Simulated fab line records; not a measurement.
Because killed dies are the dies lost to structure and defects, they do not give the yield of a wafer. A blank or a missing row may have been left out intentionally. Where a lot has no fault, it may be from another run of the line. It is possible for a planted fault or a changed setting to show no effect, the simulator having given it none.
Which tool did it? || flow nand harc || 13 lots with 39 wafers sampled at 5 steps, on a route of 1302 steps

== WHAT THE GAUGES READ, wafer by wafer ==
NHARC_A_BONDPAD_THK_MEAS_20: measures by xrf.
{"lot": "L537", "measured": "day 23 00:42", "on": "film metro-01", "thk nm (nm)": "170.9 165.9 171.5"}
{"lot": "L539", "measured": "day 23 07:58", "on": "film metro-02", "thk nm (nm)": "168.3 170.1 167.5"}
{"lot": "L538", "measured": "day 23 21:05", "on": "film metro-02", "thk nm (nm)": "168.6 169.2 169.8"}
{"lot": "L540", "measured": "day 24 06:45", "on": "film metro-02", "thk nm (nm)": "168.7 170.7 170.0"}
{"lot": "L542", "measured": "day 24 13:55", "on": "film metro-01", "thk nm (nm)": "169.7 169.8 169.0"}
{"lot": "L543", "measured": "day 26 17:53", "on": "film metro-02", "thk nm (nm)": "170.5 170.0 168.7"}
{"lot": "L544", "measured": "day 26 05:11", "on": "film metro-01", "thk nm (nm)": "169.8 171.9 170.6"}
{"lot": "L546", "measured": "day 27 00:04", "on": "film metro-02", "thk nm (nm)": "171.3 172.7 168.7"}
{"lot": "L545", "measured": "day 27 02:23", "on": "film metro-01", "thk nm (nm)": "170.2 169.8 169.5"}
{"lot": "L547", "measured": "day 27 05:39", "on": "film metro-01", "thk nm (nm)": "170.9 169.5 169.8"}
{"lot": "L550", "measured": "day 28 11:01", "on": "film metro-02", "thk nm (nm)": "168.9 169.8 170.5"}
{"lot": "L554", "measured": "day 29 12:58", "on": "film metro-02", "thk nm (nm)": "170.6 170.6 169.6"}
{"lot": "L556", "measured": "day 31 04:01", "on": "film metro-01", "thk nm (nm)": "170.0 171.0 171.6"}

NHARC_END_SORT_01.
{"lot": "L554", "measured": "day 30 19:08", "on": "prober-01", "killed at array": "49 253 56", "killed at other": "0 0 0", "killed at periphery": "1 0 1", "killed dies": "50 253 57", "killed open": "5 2 4", "killed short": "0 1 1"}
{"lot": "L556", "measured": "day 32 11:49", "on": "prober-01", "killed at array": "80 237 257", "killed at other": "2 1 4", "killed at periphery": "4 5 5", "killed dies": "86 243 266", "killed open": "1 3 3", "killed short": "3 3 3"}

== TOOL THAT RAN EACH LOT (tool first, then ch and the chambers of the sampled wafers, then the start) ==
{"lot": "L537", "NHARC_A_DECK1_JOINT_CMP_02": "cmp-01 ch 0,1,2, day 11 23:04", "NHARC_A_BONDPAD_STRIP_15": "rie diel-09 ch 1,2,3, day 22 22:48", "NHARC_THIN_TSV_ETCH_36": "rie metal-03 ch 0,1, day 23 19:35"}
{"lot": "L539", "NHARC_A_DECK1_JOINT_CMP_02": "cmp-01 ch 0,1,2, day 12 16:07", "NHARC_A_BONDPAD_STRIP_15": "rie diel-10 ch 0,1, day 23 06:01", "NHARC_THIN_TSV_ETCH_36": "rie metal-02 ch 0,1, day 24 02:43"}
{"lot": "L538", "NHARC_A_DECK1_JOINT_CMP_02": "cmp-03 ch 1,2,3, day 12 16:08", "NHARC_A_BONDPAD_STRIP_15": "rie diel-10 ch 0,1,3, day 23 19:09", "NHARC_THIN_TSV_ETCH_36": "rie metal-02 ch 0,1, day 24 18:05"}
{"lot": "L540", "NHARC_A_DECK1_JOINT_CMP_02": "cmp-02 ch 0,1,3, day 13 15:31", "NHARC_A_BONDPAD_STRIP_15": "rie diel-03 ch 1,2, day 24 04:48", "NHARC_THIN_TSV_ETCH_36": "rie metal-03 ch 0,1, day 25 01:25"}
{"lot": "L542", "NHARC_A_DECK1_JOINT_CMP_02": "cmp-01 ch 0,1,2, day 14 02:36", "NHARC_A_BONDPAD_STRIP_15": "rie diel-10 ch 1,2, day 24 11:56", "NHARC_THIN_TSV_ETCH_36": "rie metal-03 ch 0,1, day 25 11:25"}
{"lot": "L543", "NHARC_A_DECK1_JOINT_CMP_02": "cmp-01 ch 0,2,3, day 14 19:24", "NHARC_A_BONDPAD_STRIP_15": "rie diel-09 ch 2,3, day 26 15:39", "NHARC_THIN_TSV_ETCH_36": "rie metal-01 ch 0,1, day 27 14:14"}
{"lot": "L544", "NHARC_A_DECK1_JOINT_CMP_02": "cmp-03 ch 1,2,3, day 15 05:28", "NHARC_A_BONDPAD_STRIP_15": "rie diel-09 ch 2,3, day 26 03:11", "NHARC_THIN_TSV_ETCH_36": "rie metal-02 ch 0,1, day 27 00:34"}
{"lot": "L546", "NHARC_A_DECK1_JOINT_CMP_02": "cmp-02 ch 0,1,3, day 16 00:51", "NHARC_A_BONDPAD_STRIP_15": "rie diel-10 ch 0,2,3, day 26 22:05", "NHARC_THIN_TSV_ETCH_36": "rie metal-02 ch 0,1, day 27 20:14"}
{"lot": "L545", "NHARC_A_DECK1_JOINT_CMP_02": "cmp-01 ch 1,2, day 16 00:53", "NHARC_A_BONDPAD_STRIP_15": "rie diel-09 ch 1,2,3, day 27 00:23", "NHARC_THIN_TSV_ETCH_36": "rie metal-03 ch 0,1, day 27 18:59"}
{"lot": "L547", "NHARC_A_DECK1_JOINT_CMP_02": "cmp-01 ch 2,3, day 16 13:22", "NHARC_A_BONDPAD_STRIP_15": "rie diel-03 ch 1,3, day 27 03:39", "NHARC_THIN_TSV_ETCH_36": "rie metal-01 ch 0,1, day 28 05:02"}
{"lot": "L550", "NHARC_A_DECK1_JOINT_CMP_02": "cmp-03 ch 0,2, day 18 05:32", "NHARC_A_BONDPAD_STRIP_15": "rie diel-10 ch 0,2, day 28 09:04", "NHARC_THIN_TSV_ETCH_36": "rie metal-01 ch 1, day 29 06:10"}
{"lot": "L554", "NHARC_A_DECK1_JOINT_CMP_02": "cmp-01 ch 1,2,3, day 19 08:54", "NHARC_A_BONDPAD_STRIP_15": "rie diel-10 ch 2,3, day 29 10:59", "NHARC_THIN_TSV_ETCH_36": "rie metal-02 ch 0,1, day 30 08:58"}
{"lot": "L556", "NHARC_A_DECK1_JOINT_CMP_02": "cmp-01 ch 2,3, day 20 18:31", "NHARC_A_BONDPAD_STRIP_15": "rie diel-03 ch 0,2,3, day 31 02:02", "NHARC_THIN_TSV_ETCH_36": "rie metal-01 ch 0,1, day 32 01:43"}
- NHARC_A_DECK1_JOINT_CMP_02: polishes SiOx.
- NHARC_A_BONDPAD_STRIP_15: strips in O2.
- NHARC_THIN_TSV_ETCH_36: etches the open film in Cl2/BCl3, target depth 65 nm, time 18.571 s.

== AS READ BY THE TOOLS THEMSELVES (means over the sampled wafers that have a number; for cases with no such wafer, the mark the record gives instead) ==
NHARC_A_DECK1_JOINT_CMP_02.
{"lot": "L537", "tool": "cmp-01", "motor current A (A)": 11.5}
{"lot": "L539", "tool": "cmp-01", "motor current A (A)": 11.3}
{"lot": "L538", "tool": "cmp-03", "motor current A (A)": 12.3}
{"lot": "L540", "tool": "cmp-02", "motor current A (A)": 11.3}
{"lot": "L542", "tool": "cmp-01", "motor current A (A)": 11.6}
{"lot": "L543", "tool": "cmp-01", "motor current A (A)": 11.7}
{"lot": "L544", "tool": "cmp-03", "motor current A (A)": 12.0}
{"lot": "L546", "tool": "cmp-02", "motor current A (A)": 11.2}
{"lot": "L545", "tool": "cmp-01", "motor current A (A)": 12.0}
{"lot": "L547", "tool": "cmp-01", "motor current A (A)": 12.5}
{"lot": "L550", "tool": "cmp-03", "motor current A (A)": 11.5}
{"lot": "L554", "tool": "cmp-01", "motor current A (A)": 12.4}
{"lot": "L556", "tool": "cmp-01", "motor current A (A)": 12.6}

NHARC_A_BONDPAD_STRIP_15.
{"lot": "L537", "tool": "rie diel-09", "drypump motor current A (A)": 5.4, "mfc ar sccm (sccm)": 0.024, "oes product au (a.u.)": 0.993, "rf vpp V (V)": 57.2, "showerhead plenum p Torr (Torr)": 3.36, "throttle valve pct (%)": 17.037}
{"lot": "L539", "tool": "rie diel-10", "drypump motor current A (A)": 5.7, "mfc ar sccm (sccm)": 0.004, "oes product au (a.u.)": 0.990, "rf vpp V (V)": 58.1, "showerhead plenum p Torr (Torr)": 3.56, "throttle valve pct (%)": 17.042}
{"lot": "L538", "tool": "rie diel-10", "drypump motor current A (A)": 6.1, "mfc ar sccm (sccm)": 0.009, "oes product au (a.u.)": 1.002, "rf vpp V (V)": 58.2, "showerhead plenum p Torr (Torr)": 3.54, "throttle valve pct (%)": 17.043}
{"lot": "L540", "tool": "rie diel-03", "drypump motor current A (A)": 5.6, "mfc ar sccm (sccm)": 0.000, "oes product au (a.u.)": 0.993, "rf vpp V (V)": 57.2, "showerhead plenum p Torr (Torr)": 3.50, "throttle valve pct (%)": 17.031}
{"lot": "L542", "tool": "rie diel-10", "drypump motor current A (A)": 6.0, "mfc ar sccm (sccm)": 0.020, "oes product au (a.u.)": 0.998, "rf vpp V (V)": 58.2, "showerhead plenum p Torr (Torr)": 3.68, "throttle valve pct (%)": 17.030}
{"lot": "L543", "tool": "rie diel-09", "drypump motor current A (A)": 5.5, "mfc ar sccm (sccm)": 0.019, "oes product au (a.u.)": 0.998, "rf vpp V (V)": 57.8, "showerhead plenum p Torr (Torr)": 3.37, "throttle valve pct (%)": 17.036}
{"lot": "L544", "tool": "rie diel-09", "drypump motor current A (A)": 5.5, "mfc ar sccm (sccm)": 0.019, "oes product au (a.u.)": 0.999, "rf vpp V (V)": 57.5, "showerhead plenum p Torr (Torr)": 3.37, "throttle valve pct (%)": 17.033}
{"lot": "L546", "tool": "rie diel-10", "drypump motor current A (A)": 5.9, "mfc ar sccm (sccm)": 0.019, "oes product au (a.u.)": 1.000, "rf vpp V (V)": 58.0, "showerhead plenum p Torr (Torr)": 3.58, "throttle valve pct (%)": 17.041}
{"lot": "L545", "tool": "rie diel-09", "drypump motor current A (A)": 5.4, "mfc ar sccm (sccm)": 0.024, "oes product au (a.u.)": 1.003, "rf vpp V (V)": 57.1, "showerhead plenum p Torr (Torr)": 3.36, "throttle valve pct (%)": 17.045}
{"lot": "L547", "tool": "rie diel-03", "drypump motor current A (A)": 5.3, "mfc ar sccm (sccm)": 0.000, "oes product au (a.u.)": 0.999, "rf vpp V (V)": 58.2, "showerhead plenum p Torr (Torr)": 3.69, "throttle valve pct (%)": 17.039}
{"lot": "L550", "tool": "rie diel-10", "drypump motor current A (A)": 5.6, "mfc ar sccm (sccm)": 0.022, "oes product au (a.u.)": 0.993, "rf vpp V (V)": 57.8, "showerhead plenum p Torr (Torr)": 3.66, "throttle valve pct (%)": 17.032}
{"lot": "L554", "tool": "rie diel-10", "drypump motor current A (A)": 6.1, "mfc ar sccm (sccm)": 0.027, "oes product au (a.u.)": 0.991, "rf vpp V (V)": 57.9, "showerhead plenum p Torr (Torr)": 3.63, "throttle valve pct (%)": 17.042}
{"lot": "L556", "tool": "rie diel-03", "drypump motor current A (A)": 5.6, "mfc ar sccm (sccm)": 0.000, "oes product au (a.u.)": 1.005, "rf vpp V (V)": 58.1, "showerhead plenum p Torr (Torr)": 3.46, "throttle valve pct (%)": 17.029}

NHARC_THIN_TSV_ETCH_36.
{"lot": "L537", "tool": "rie metal-03", "drypump motor current A (A)": 6.19, "oes product au (a.u.)": 0.989}
{"lot": "L539", "tool": "rie metal-02", "drypump motor current A (A)": 5.80, "oes product au (a.u.)": 1.004}
{"lot": "L538", "tool": "rie metal-02", "drypump motor current A (A)": 5.78, "oes product au (a.u.)": 0.992}
{"lot": "L540", "tool": "rie metal-03", "drypump motor current A (A)": 6.25, "oes product au (a.u.)": 0.985}
{"lot": "L542", "tool": "rie metal-03", "drypump motor current A (A)": 6.19, "oes product au (a.u.)": 0.991}
{"lot": "L543", "tool": "rie metal-01", "drypump motor current A (A)": 6.01, "oes product au (a.u.)": 0.999}
{"lot": "L544", "tool": "rie metal-02", "drypump motor current A (A)": 5.80, "oes product au (a.u.)": 0.999}
{"lot": "L546", "tool": "rie metal-02", "drypump motor current A (A)": 5.79, "oes product au (a.u.)": 1.004}
{"lot": "L545", "tool": "rie metal-03", "drypump motor current A (A)": 6.22, "oes product au (a.u.)": 0.995}
{"lot": "L547", "tool": "rie metal-01", "drypump motor current A (A)": 5.97, "oes product au (a.u.)": 0.994}
{"lot": "L550", "tool": "rie metal-01", "drypump motor current A (A)": 6.45, "oes product au (a.u.)": 0.994}
{"lot": "L554", "tool": "rie metal-02", "drypump motor current A (A)": 5.78, "oes product au (a.u.)": 1.009}
{"lot": "L556", "tool": "rie metal-01", "drypump motor current A (A)": 6.01, "oes product au (a.u.)": 0.989}

== THE ANSWER, worked out from the rows above alone ==
Rule: the lots themselves supply what counts as usual. Put in order of their means at a reading, lots are off if they are a third of the lots or fewer, leave a main group of 4 or more, and stand apart from it by a gap of 3 or more times the standard deviation of the main group's means; of several such gaps the widest counts. Not used: any main group whose means are identical at the precision the tables above print for the reading. Also off: a lot with no number at a reading for which 4 or more lots have one. Any other lot the step has rows for is counted as sound. The gauges are gone through in route order, then the tools' own readings, and for those a lot's mean is taken as printed above. The first step at which some lot is off is used, and at that step the reading that is off furthest; a lot without a number counts as furthest.
No lot is off on any of the readings shown, so nothing can be concluded from this.

== WHAT THE SIMULATOR PUT IN ==
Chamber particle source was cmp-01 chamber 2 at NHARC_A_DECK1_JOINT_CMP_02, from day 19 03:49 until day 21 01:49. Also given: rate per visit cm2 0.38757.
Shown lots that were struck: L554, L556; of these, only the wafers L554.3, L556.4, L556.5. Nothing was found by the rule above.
